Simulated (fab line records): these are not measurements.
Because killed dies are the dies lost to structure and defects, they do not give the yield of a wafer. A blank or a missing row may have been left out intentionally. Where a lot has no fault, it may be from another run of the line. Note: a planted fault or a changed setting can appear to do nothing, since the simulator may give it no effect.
Lot-split experiment || flow n5-finfet || 21 wafers read across 7 lots, on a route 1938 steps long

## ABOUT THE SPLIT
At N5_FIN_CUT_COAT_19 (time 60 s, resist thk 20 nm), the setting spin-rpm was moved away from the recipe's 1500 rpm on 7 of the 21 wafers read, by -9.5% to +8.4%. For the rest of the wafers, this setting stayed at what the recipe calls for.

## FROM THE SPLIT TO THE READING: what the file shows between them, 4 steps
- N5_FIN_CUT_COAT_29: time 60 s, resist thk 10 nm
- N5_FIN_CUT_COAT_02: resist thk 30 nm
- N5_FIN_CUT_DESCUM_13: chemistry O2, time 7 s
- N5_FIN_CUT_ETCH_30: etches underlayer in N2/H2, target depth 13 nm, time 10.4 s

## THE READING
etch.depth-nm (the simulator's own value, which no gauge read), in nm, at N5_FIN_CUT_ETCH_20 (etches SiARC in CF4, target depth 26 nm, time 43.3 s). The file does not state a usual value for it. Here, 14 wafers ran the recipe; their average is 20.03 nm with a standard deviation of 0.054 nm.

{"wafer": "L077.4", "tool, chamber at the split": "litho-track-03, 0", "spin-rpm as run, rpm": 1500, "against the recipe": "recipe", "etch.depth-nm, nm": 20.02, "against lot-mates on the recipe": "-"}
{"wafer": "L077.5", "tool, chamber at the split": "litho-track-03, 0", "spin-rpm as run, rpm": 1500, "against the recipe": "recipe", "etch.depth-nm, nm": 20.08, "against lot-mates on the recipe": "-"}
{"wafer": "L077.6", "tool, chamber at the split": "litho-track-03, 0", "spin-rpm as run, rpm": 1500, "against the recipe": "recipe", "etch.depth-nm, nm": 20.1, "against lot-mates on the recipe": "-"}
{"wafer": "L084.1", "tool, chamber at the split": "litho-track-02, 0", "spin-rpm as run, rpm": 1436, "against the recipe": "-4.3%", "etch.depth-nm, nm": 20.44, "against lot-mates on the recipe": "+0.44"}
{"wafer": "L084.5", "tool, chamber at the split": "litho-track-02, 0", "spin-rpm as run, rpm": 1500, "against the recipe": "recipe", "etch.depth-nm, nm": 20.02, "against lot-mates on the recipe": "-"}
{"wafer": "L084.6", "tool, chamber at the split": "litho-track-02, 0", "spin-rpm as run, rpm": 1500, "against the recipe": "recipe", "etch.depth-nm, nm": 19.98, "against lot-mates on the recipe": "-"}
{"wafer": "L085.1", "tool, chamber at the split": "litho-track-04, 0", "spin-rpm as run, rpm": 1500, "against the recipe": "recipe", "etch.depth-nm, nm": 20.05, "against lot-mates on the recipe": "-"}
{"wafer": "L085.3", "tool, chamber at the split": "litho-track-04, 0", "spin-rpm as run, rpm": 1500, "against the recipe": "recipe", "etch.depth-nm, nm": 20, "against lot-mates on the recipe": "-"}
{"wafer": "L085.6", "tool, chamber at the split": "litho-track-04, 0", "spin-rpm as run, rpm": 1621, "against the recipe": "+8.1%", "etch.depth-nm, nm": 19.3, "against lot-mates on the recipe": -0.72}
{"wafer": "L087.1", "tool, chamber at the split": "litho-track-02, 0", "spin-rpm as run, rpm": 1429, "against the recipe": "-4.7%", "etch.depth-nm, nm": 20.47, "against lot-mates on the recipe": "+0.53"}
{"wafer": "L087.3", "tool, chamber at the split": "litho-track-02, 0", "spin-rpm as run, rpm": 1500, "against the recipe": "recipe", "etch.depth-nm, nm": 19.98, "against lot-mates on the recipe": "-"}
{"wafer": "L087.5", "tool, chamber at the split": "litho-track-02, 0", "spin-rpm as run, rpm": 1500, "against the recipe": "recipe", "etch.depth-nm, nm": 19.9, "against lot-mates on the recipe": "-"}
{"wafer": "L090.1", "tool, chamber at the split": "litho-track-03, 0", "spin-rpm as run, rpm": 1500, "against the recipe": "recipe", "etch.depth-nm, nm": 20.07, "against lot-mates on the recipe": "-"}
{"wafer": "L090.2", "tool, chamber at the split": "litho-track-03, 0", "spin-rpm as run, rpm": 1358, "against the recipe": "-9.5%", "etch.depth-nm, nm": 21.07, "against lot-mates on the recipe": "+1.03"}
{"wafer": "L090.3", "tool, chamber at the split": "litho-track-03, 0", "spin-rpm as run, rpm": 1500, "against the recipe": "recipe", "etch.depth-nm, nm": 20.01, "against lot-mates on the recipe": "-"}
{"wafer": "L091.1", "tool, chamber at the split": "litho-track-03, 0", "spin-rpm as run, rpm": 1500, "against the recipe": "recipe", "etch.depth-nm, nm": 20.1, "against lot-mates on the recipe": "-"}
{"wafer": "L091.2", "tool, chamber at the split": "litho-track-03, 0", "spin-rpm as run, rpm": 1567, "against the recipe": "+4.5%", "etch.depth-nm, nm": 19.61, "against lot-mates on the recipe": -0.47}
{"wafer": "L091.4", "tool, chamber at the split": "litho-track-03, 0", "spin-rpm as run, rpm": 1500, "against the recipe": "recipe", "etch.depth-nm, nm": 20.05, "against lot-mates on the recipe": "-"}
{"wafer": "L093.2", "tool, chamber at the split": "litho-track-04, 0", "spin-rpm as run, rpm": 1626, "against the recipe": "+8.4%", "etch.depth-nm, nm": 19.25, "against lot-mates on the recipe": -0.83}
{"wafer": "L093.3", "tool, chamber at the split": "litho-track-04, 0", "spin-rpm as run, rpm": 1500, "against the recipe": "recipe", "etch.depth-nm, nm": 20.08, "against lot-mates on the recipe": "-"}
{"wafer": "L093.4", "tool, chamber at the split": "litho-track-04, 0", "spin-rpm as run, rpm": 1626, "against the recipe": "+8.4%", "etch.depth-nm, nm": 19.23, "against lot-mates on the recipe": -0.85}

THE FIT
A straight line over all 21 wafers: etch.depth-nm changes by -0.0978 nm for each +1% of spin-rpm; r = -0.99; the points scatter about the line by 0.055 nm.
The same after taking each lot's own level away (the mean of its wafers on the recipe; 21 wafers): -0.102 nm for each +1%; r = -1.00; scatter 0.037 nm.
Per that fit: largest spin-rpm move, reading shift of 0.96 nm.
From 19.940 to 20.080 nm: that is the span of the lots' own levels, equal to 2.6 times the standard deviation above.
Consequently the slope shifts little with the lot-to-lot level, the two slopes agreeing.
Check: +0.948 nm against its lot-mates is what the line predicts for one of the wafers moved furthest among these (-9.5%) when that wafer is left out of the fit. It came out at +1.03 nm against them.

## THE OTHER SPLITS THESE WAFERS WENT THROUGH
Before the reading, these wafers also passed through other splits. Each is held against what the fit with the lots' levels taken away leaves over:
{"other split on the same wafers": "N5_ZERO_LAYER_EXPOSE_08 dose-mj", "wafers away from the commonest value": 10, "r with etch.depth-nm (lot level and that fit taken away)": "+0.07"}
{"other split on the same wafers": "N5_ZERO_LAYER_DEVELOP_10 develop-time-s", "wafers away from the commonest value": 11, "r with etch.depth-nm (lot level and that fit taken away)": "+0.11"}
{"other split on the same wafers": "N5_WELL_APT_COAT_02 spin-rpm", "wafers away from the commonest value": 7, "r with etch.depth-nm (lot level and that fit taken away)": "+0.29"}
{"other split on the same wafers": "N5_FIN_SAQP_PEB_14 peb-time-s", "wafers away from the commonest value": 5, "r with etch.depth-nm (lot level and that fit taken away)": "+0.26"}
{"other split on the same wafers": "N5_FIN_SAQP_DESCUM_21 time-s", "wafers away from the commonest value": 5, "r with etch.depth-nm (lot level and that fit taken away)": "+0.14"}

## THE WHOLE CHAIN: every reading that the file lists as answering this split, in the file's order
{"step": "N5_FIN_CUT_COAT_19", "what it does": "time 60 s, resist thk 20 nm", "reading": "SiARC_of_FIN_CUT_COAT_19.thk-nm (the simulator's own value, which no gauge read)", "change (the file's fit)": "-0.0941 nm for each +1% of the setting", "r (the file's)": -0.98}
{"step": "N5_FIN_CUT_ETCH_20", "what it does": "etches SiARC in CF4, target depth 26 nm, time 43.3 s", "reading": "etch.depth-nm (the simulator's own value, which no gauge read)", "change (the file's fit)": "-0.101 nm for each +1% of the setting", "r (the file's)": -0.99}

## THE FILE'S OWN FIT
etch.depth-nm changes by -0.101 nm for each +1% of spin-rpm, r = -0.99.
